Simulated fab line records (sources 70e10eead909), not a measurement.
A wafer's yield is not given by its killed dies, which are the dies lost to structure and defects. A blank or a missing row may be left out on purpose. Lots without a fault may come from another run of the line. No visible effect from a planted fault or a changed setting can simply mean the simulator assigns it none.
A sampling plan put to the test | flow nand_harc | each of the 31 faults these records tell of, on one fab line, judged from the records of the lots it struck
The plan is the line's own looks: the steps of the route at which a gauge or an inspection reads the wafer and doesn't change it. Where struck wafers have a number at a look and the file lists that look's usual mean and standard deviation on fault-free wafers, the look can be judged. Caught: 4 or more of those standard deviations (sigma) separate the usual mean from the mean of the struck wafers at a look after the fault's first step. On the tool: the fault's steps, tested the same way using the tool's own readings. Another recipe on the struck wafers, or a record that is blank for them alone, also counts as caught.

## THE FAULTS, as the simulator had put them in
1. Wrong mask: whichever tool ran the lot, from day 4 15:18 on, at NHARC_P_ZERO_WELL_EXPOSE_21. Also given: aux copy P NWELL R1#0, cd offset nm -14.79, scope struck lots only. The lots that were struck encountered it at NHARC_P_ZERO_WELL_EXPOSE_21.
2. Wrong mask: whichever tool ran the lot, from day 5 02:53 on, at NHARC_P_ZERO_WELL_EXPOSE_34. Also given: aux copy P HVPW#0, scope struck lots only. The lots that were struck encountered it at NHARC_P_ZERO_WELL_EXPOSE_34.
3. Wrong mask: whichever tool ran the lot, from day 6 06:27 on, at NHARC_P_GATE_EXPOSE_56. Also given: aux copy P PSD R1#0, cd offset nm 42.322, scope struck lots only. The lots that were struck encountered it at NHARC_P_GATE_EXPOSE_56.
4. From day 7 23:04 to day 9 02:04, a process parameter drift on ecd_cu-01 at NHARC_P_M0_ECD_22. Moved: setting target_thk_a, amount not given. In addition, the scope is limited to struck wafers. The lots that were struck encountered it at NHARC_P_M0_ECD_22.
5. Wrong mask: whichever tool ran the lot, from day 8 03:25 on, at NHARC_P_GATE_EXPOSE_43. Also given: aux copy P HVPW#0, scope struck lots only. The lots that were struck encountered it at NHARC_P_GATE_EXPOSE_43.
6. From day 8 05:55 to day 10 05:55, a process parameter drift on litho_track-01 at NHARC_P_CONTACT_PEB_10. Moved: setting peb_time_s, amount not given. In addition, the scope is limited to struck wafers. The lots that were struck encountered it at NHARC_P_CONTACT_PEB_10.
7. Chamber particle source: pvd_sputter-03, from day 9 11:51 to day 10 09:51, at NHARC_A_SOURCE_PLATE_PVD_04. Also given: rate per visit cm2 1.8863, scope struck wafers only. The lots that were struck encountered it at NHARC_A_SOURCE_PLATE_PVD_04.
8. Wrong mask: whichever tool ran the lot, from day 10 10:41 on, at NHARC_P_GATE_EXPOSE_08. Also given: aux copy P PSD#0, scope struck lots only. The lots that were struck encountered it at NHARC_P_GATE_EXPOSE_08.
9. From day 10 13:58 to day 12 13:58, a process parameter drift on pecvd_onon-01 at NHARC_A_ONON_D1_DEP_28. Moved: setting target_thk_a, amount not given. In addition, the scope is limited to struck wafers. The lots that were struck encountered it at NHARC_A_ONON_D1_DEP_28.
10. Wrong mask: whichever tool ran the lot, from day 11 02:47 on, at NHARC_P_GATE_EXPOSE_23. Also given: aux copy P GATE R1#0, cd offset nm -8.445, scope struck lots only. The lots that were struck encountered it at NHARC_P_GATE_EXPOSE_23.
11. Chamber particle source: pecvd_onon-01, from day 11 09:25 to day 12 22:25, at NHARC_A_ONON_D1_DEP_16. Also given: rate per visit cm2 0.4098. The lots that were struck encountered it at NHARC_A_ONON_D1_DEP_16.
12. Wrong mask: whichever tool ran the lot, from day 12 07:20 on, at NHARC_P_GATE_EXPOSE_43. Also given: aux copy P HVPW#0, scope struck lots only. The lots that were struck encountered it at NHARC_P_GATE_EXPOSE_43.
13. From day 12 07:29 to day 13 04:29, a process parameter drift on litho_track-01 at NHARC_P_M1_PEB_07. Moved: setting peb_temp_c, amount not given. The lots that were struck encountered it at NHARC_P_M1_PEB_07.
14. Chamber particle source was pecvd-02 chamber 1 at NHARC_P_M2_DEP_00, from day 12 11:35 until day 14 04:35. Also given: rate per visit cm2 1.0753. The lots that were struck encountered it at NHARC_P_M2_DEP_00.
15. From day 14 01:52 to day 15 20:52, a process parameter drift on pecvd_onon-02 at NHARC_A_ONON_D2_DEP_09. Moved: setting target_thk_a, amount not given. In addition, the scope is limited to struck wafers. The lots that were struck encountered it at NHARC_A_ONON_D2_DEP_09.
16. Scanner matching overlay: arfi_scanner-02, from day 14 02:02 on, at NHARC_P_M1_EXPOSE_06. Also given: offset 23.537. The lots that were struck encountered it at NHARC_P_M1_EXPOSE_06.
17. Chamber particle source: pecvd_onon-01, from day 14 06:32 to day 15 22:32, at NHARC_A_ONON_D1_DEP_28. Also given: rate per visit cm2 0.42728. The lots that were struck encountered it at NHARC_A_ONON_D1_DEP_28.
18. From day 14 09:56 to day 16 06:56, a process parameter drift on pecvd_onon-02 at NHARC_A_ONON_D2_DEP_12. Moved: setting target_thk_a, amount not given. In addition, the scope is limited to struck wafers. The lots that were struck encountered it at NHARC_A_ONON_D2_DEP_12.
19. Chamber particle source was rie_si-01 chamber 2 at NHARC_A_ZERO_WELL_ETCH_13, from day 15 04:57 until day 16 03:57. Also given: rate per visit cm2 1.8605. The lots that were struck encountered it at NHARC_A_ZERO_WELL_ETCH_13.
20. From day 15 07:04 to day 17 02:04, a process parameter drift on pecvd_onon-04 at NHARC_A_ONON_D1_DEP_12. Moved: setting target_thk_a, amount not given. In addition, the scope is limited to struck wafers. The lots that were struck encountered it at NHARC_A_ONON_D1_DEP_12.
21. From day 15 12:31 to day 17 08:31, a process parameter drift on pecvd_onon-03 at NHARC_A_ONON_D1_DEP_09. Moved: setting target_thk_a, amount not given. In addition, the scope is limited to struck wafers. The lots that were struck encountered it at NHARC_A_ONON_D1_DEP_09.
22. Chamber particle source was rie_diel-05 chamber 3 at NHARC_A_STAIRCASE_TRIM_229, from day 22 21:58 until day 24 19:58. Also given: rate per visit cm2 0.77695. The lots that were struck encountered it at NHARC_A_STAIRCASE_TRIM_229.
23. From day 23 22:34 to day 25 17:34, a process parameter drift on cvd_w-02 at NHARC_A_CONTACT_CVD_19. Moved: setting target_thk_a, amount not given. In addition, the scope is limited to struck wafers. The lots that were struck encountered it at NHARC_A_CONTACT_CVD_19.
24. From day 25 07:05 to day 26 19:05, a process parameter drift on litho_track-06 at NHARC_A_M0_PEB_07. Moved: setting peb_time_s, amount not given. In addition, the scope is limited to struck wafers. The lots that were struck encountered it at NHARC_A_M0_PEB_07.
25. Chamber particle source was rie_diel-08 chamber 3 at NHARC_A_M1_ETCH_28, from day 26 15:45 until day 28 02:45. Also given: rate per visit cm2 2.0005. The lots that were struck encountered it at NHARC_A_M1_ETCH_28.
26. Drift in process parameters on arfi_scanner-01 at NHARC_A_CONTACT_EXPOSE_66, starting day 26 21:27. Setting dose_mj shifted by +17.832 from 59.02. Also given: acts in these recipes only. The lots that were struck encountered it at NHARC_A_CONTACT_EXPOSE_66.
27. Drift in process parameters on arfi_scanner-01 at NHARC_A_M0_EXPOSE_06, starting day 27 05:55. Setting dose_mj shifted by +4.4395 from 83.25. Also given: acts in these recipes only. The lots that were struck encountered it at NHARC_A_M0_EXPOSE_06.
28. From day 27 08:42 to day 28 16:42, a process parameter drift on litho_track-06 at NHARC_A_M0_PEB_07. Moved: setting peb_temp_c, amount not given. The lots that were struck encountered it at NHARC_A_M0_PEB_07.
29. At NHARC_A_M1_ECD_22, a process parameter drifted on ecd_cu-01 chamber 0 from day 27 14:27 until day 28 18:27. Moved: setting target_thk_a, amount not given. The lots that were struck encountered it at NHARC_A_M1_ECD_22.
30. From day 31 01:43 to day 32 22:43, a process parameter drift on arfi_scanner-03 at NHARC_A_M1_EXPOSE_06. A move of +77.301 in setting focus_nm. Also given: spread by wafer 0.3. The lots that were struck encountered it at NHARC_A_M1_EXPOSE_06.
31. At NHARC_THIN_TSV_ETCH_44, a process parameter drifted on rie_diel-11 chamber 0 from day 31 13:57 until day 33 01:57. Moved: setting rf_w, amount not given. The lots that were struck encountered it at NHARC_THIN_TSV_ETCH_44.

## WHAT THE PLAN SAW
fault | on the tool itself                       | first look that catches it                      | reading, sigma                                       | median hours from its first step to that look | hours from the fault's start to the first struck lot there | judged looks passed uncaught
1     | no reading that can be judged            | NHARC_P_ZERO_WELL_CD_MEAS_24                    | cd_nm -4.3                                           | 0.2                                           | 5                                                          | 0
2     | under 2 sigma                            | no look after it can be judged                  | -                                                    | -                                             | -                                                          | 0
3     | under 2 sigma                            | NHARC_P_GATE_CD_MEAS_59                         | cd_nm +19                                            | 0.2                                           | 9                                                          | 0
4     | under 2 sigma                            | not the one look that can be judged after it    | -                                                    | -                                             | -                                                          | 1
5     | under 2 sigma                            | no look after it can be judged                  | -                                                    | -                                             | -                                                          | 0
6     | under 2 sigma                            | NHARC_P_CONTACT_CD_MEAS_12                      | cd_nm +18                                            | 0.1                                           | 21                                                         | 0
7     | no reading that can be judged            | NHARC_A_SOURCE_PLATE_INSPECT_08                 | raw_defect_count +44                                 | 14.2                                          | 16                                                         | 0
8     | no reading that can be judged            | no look after it can be judged                  | -                                                    | -                                             | -                                                          | 0
9     | under 2 sigma                            | NHARC_A_ONON_D1_THK_MEAS_30                     | thk_nm +62                                           | 0.5                                           | 2                                                          | 0
10    | under 2 sigma                            | NHARC_P_GATE_CD_MEAS_26                         | cd_nm -13                                            | 0.1                                           | 1                                                          | 0
11    | under 2 sigma                            | NHARC_END_SORT_01                               | killed_at_array +4.2                                 | 408.5                                         | 416                                                        | 0
12    | no reading that can be judged            | no look after it can be judged                  | -                                                    | -                                             | -                                                          | 0
13    | plate_temp_C +99 or beyond sigma         | NHARC_P_M1_CD_MEAS_09                           | cd_nm +53                                            | 0.1                                           | 0                                                          | 0
14    | no reading that can be judged            | NHARC_P_M2_INSPECT_11                           | raw_defect_count +99 or beyond                       | 0.9                                           | 1                                                          | 1
15    | under 2 sigma                            | NHARC_A_ONON_D2_THK_MEAS_11                     | thk_nm -28                                           | 0.3                                           | 4                                                          | 0
16    | exposure_dose_mJ_cm2 -91 sigma           | NHARC_P_M1_CD_MEAS_09                           | cd_nm -9.5                                           | 0.1                                           | 32                                                         | 0
17    | no reading that can be judged            | NHARC_A_ONON_D1_INSPECT_32                      | raw_defect_count +9.7                                | 1.1                                           | 1                                                          | 0
18    | under 2 sigma                            | NHARC_A_ONON_D2_THK_MEAS_14                     | thk_nm -26                                           | 0.5                                           | 5                                                          | 0
19    | under 2 sigma                            | NHARC_A_ZERO_WELL_INSPECT_17                    | raw_defect_count +99 or beyond                       | 1.1                                           | 14                                                         | 0
20    | no reading that can be judged            | NHARC_A_ONON_D1_THK_MEAS_14                     | thk_nm -17                                           | 0.5                                           | 35                                                         | 0
21    | no reading that can be judged            | NHARC_A_ONON_D1_THK_MEAS_11                     | thk_nm +11                                           | 0.5                                           | 29                                                         | 0
22    | under 2 sigma                            | NHARC_END_SORT_01                               | killed_at_array +4.4                                 | 189.5                                         | 201                                                        | 1
23    | under 2 sigma                            | none of the 2 looks that can be judged after it | -                                                    | -                                             | -                                                          | 2
24    | heater_power_total_W +16 sigma           | NHARC_A_M0_CD_MEAS_09                           | cd_nm -4.5                                           | 0.1                                           | 17                                                         | 0
25    | under 2 sigma                            | NHARC_END_SORT_01                               | sort_bin_3_pct +14                                   | 36.8                                          | 50                                                         | 1
26    | exposure_dose_mJ_cm2 +99 or beyond sigma | NHARC_A_CONTACT_CD_MEAS_69                      | cd_nm +21                                            | 0.1                                           | 20                                                         | 0
27    | exposure_dose_mJ_cm2 +37 sigma           | none of the 3 looks that can be judged after it | strongest: cd_nm at NHARC_A_M0_CD_MEAS_09, +2.8      | -                                             | -                                                          | 3
28    | plate_temp_C +57 sigma                   | NHARC_A_M0_CD_MEAS_09                           | cd_nm +37                                            | 0.1                                           | 11                                                         | 0
29    | under 2 sigma                            | not the one look that can be judged after it    | strongest: sort_bin_2_pct at NHARC_END_SORT_01, -2.0 | -                                             | -                                                          | 1
30    | exposure_dose_mJ_cm2 -10 sigma           | NHARC_A_M1_CD_MEAS_09                           | cd_nm +4.1                                           | 0.1                                           | 30                                                         | 0
31    | rf_fwd_power_W -99 or beyond sigma       | NHARC_THIN_TSV_CD_MEAS_16                       | cd_nm +4.6                                           | 0.7                                           | 31                                                         | 0
Dash: fault not caught, or number not given in these records.

Caught at a look: 23 of 31. Caught on the tool: 8 of 31. By one or the other: 24 of 31.
Caught on the tool alone: fault 27.
Caught at a look alone: faults 1, 3, 6, 7, 9, 10, 11, 14, 15, 17, 18, 19, 20, 21, 22, 25.
Caught by neither: faults 2, 4, 5, 8, 12, 23, 29.

## THINNER SAMPLING
In the worst case, this is how late the first struck lot would be measured if the look that catches a fault measured only every second or every third lot, by lot number:
fault | struck lots at that look, in order of time | every lot | every second lot | every third lot
1     | L303                                       | 5 h       | may miss it      | may miss it
3     | L892                                       | 9 h       | may miss it      | may miss it
6     | L919, L920, L921                           | 21 h      | 28 h             | 40 h
7     | L529, L530                                 | 16 h      | 25 h             | may miss all 2
9     | L704, L705                                 | 2 h       | 13 h             | may miss all 2
10    | L715                                       | 1 h       | may miss it      | may miss it
11    | L223                                       | 416 h     | may miss it      | may miss it
13    | L664, L665                                 | 0 h       | 11 h             | may miss all 2
14    | L904                                       | 1 h       | may miss it      | may miss it
15    | L965, L967                                 | 4 h       | may miss all 2   | may miss all 2
16    | L322, L324                                 | 32 h      | may miss all 2   | may miss all 2
17    | L318, L319, L322                           | 1 h       | 1 h              | may miss all 3
18    | L233, L235, L237                           | 5 h       | may miss all 3   | 44 h
19    | L229, L231                                 | 14 h      | may miss all 2   | may miss all 2
20    | L850, L851                                 | 35 h      | 40 h             | may miss all 2
21    | L964, L965                                 | 29 h      | 34 h             | may miss all 2
22    | L612, L614                                 | 201 h     | may miss all 2   | may miss all 2
24    | L985, L988                                 | 17 h      | 34 h             | may miss all 2
25    | L923, L926                                 | 50 h      | 62 h             | may miss all 2
26    | L229, L232, L235                           | 20 h      | 46 h             | may miss all 3
28    | L802, L805                                 | 11 h      | 24 h             | may miss all 2
30    | L307                                       | 30 h      | may miss it      | may miss it
31    | L287                                       | 31 h      | may miss it      | may miss it
Hours: fault start to first struck lot measured. Since the struck wafers were tested as one group against 4 sigma, a single lot by itself may lie under the limit. Other struck lots may not be in these records.

## THE LONGEST TIMED WAY FROM STEP TO LOOK
Fault 11: the median time between NHARC_A_ONON_D1_DEP_16 and NHARC_END_SORT_01 is 408.5 hours. No look between them can be judged.
